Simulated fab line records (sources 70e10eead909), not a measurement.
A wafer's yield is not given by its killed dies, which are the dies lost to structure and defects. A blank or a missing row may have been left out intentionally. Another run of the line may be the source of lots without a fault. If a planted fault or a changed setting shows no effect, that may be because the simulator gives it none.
A lot that was struck, set against a sound lot / flow nandHarc / 15 out of 1302 route steps
Sound: wafers L295.1, L295.3, L295.6. Struck: wafer L294.3 (left out: L294.5, a lot-mate that was not struck); the cause follows at the end.
Per side, at each step with rows, come the tool, then ch with its chambers, and then its first start. Under that, the readings that differ: sound wafers / struck wafers / difference of the means / sigmas: that difference in standard deviations of wafers without a fault.
alike: readings whose means differ by less than 2 such deviations, and words and numbers that are the same on both sides. not compared: withheld readings, readings that some wafer has no value for, bounds like >300 that may hide the same value, and numbers for which the record gives no deviation and whose values overlap.
A row with sigmas, a row that says differs or no value, or rows on one side alone: a step with any of these is where the two part. Numbers that don't overlap but have no deviation are shown without sigmas and don't part them. Lack of a reading on every wafer of one side parts them only where that side has two or more wafers.

NHARC_P_START_INSPECT_01:
  struck on defectInspect-01, day 8 12:02; sound on defectInspect-02, day 8 22:02
  alike: rawDefectCount
then, 10 steps without rows for these wafers: NHARC_P_ZERO_WELL_PRECLEAN_00 (cleans in SPM, time 600 s); NHARC_P_ZERO_WELL_SRD_01; NHARC_P_ZERO_WELL_PECVD_02 (deposits SiO2, target thk 10 nm); NHARC_P_ZERO_WELL_DEHYDRATE_03 (time 120 s); NHARC_P_ZERO_WELL_HMDS_04 (time 30 s); NHARC_P_ZERO_WELL_COAT_64 (time 65 s); NHARC_P_ZERO_WELL_COAT_05 (resist thk 600 nm); NHARC_P_ZERO_WELL_SOFTBAKE_06 (time 70 s); NHARC_P_ZERO_WELL_EBR_07; NHARC_P_ZERO_WELL_EXPOSE_08 (exposes mask P ZERO, target cd 500 nm).
NHARC_P_ZERO_WELL_PEB_09: peb time 80 s.
  sound on lithoTrack-07 ch 0, day 8 23:02; struck on lithoTrack-05 ch 0, day 8 13:10
reading=heaterPowerTotalW (W); sound=190.7 190.9 189.4; struck=241.2; difference=+50.9; sigmas=+66
  alike: chillPlateTempC
then, 1 step without rows for these wafers: NHARC_P_ZERO_WELL_DEVELOP_10 (time 50 s).
NHARC_P_ZERO_WELL_CD_MEAS_11 targets a cd of 500 nm.
  sound on cdSem-03 ch 0, day 8 23:07; struck on cdSem-02 ch 0, day 8 13:15
reading=cdNm (nm); sound=501.3 497.1 500.8; struck=478.1; difference=-21.6; sigmas=-10
then, 1 step without rows for these wafers: NHARC_P_ZERO_WELL_HARDBAKE_12 (time 65 s).

WHERE THEY PART
Last at NHARC_P_ZERO_WELL_CD_MEAS_11 as far as this record goes, first at NHARC_P_ZERO_WELL_PEB_09.

WHY: what had been put in by the simulator
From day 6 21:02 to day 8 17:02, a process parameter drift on lithoTrack-05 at NHARC_P_ZERO_WELL_PEB_09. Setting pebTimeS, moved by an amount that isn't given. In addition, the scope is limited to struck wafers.
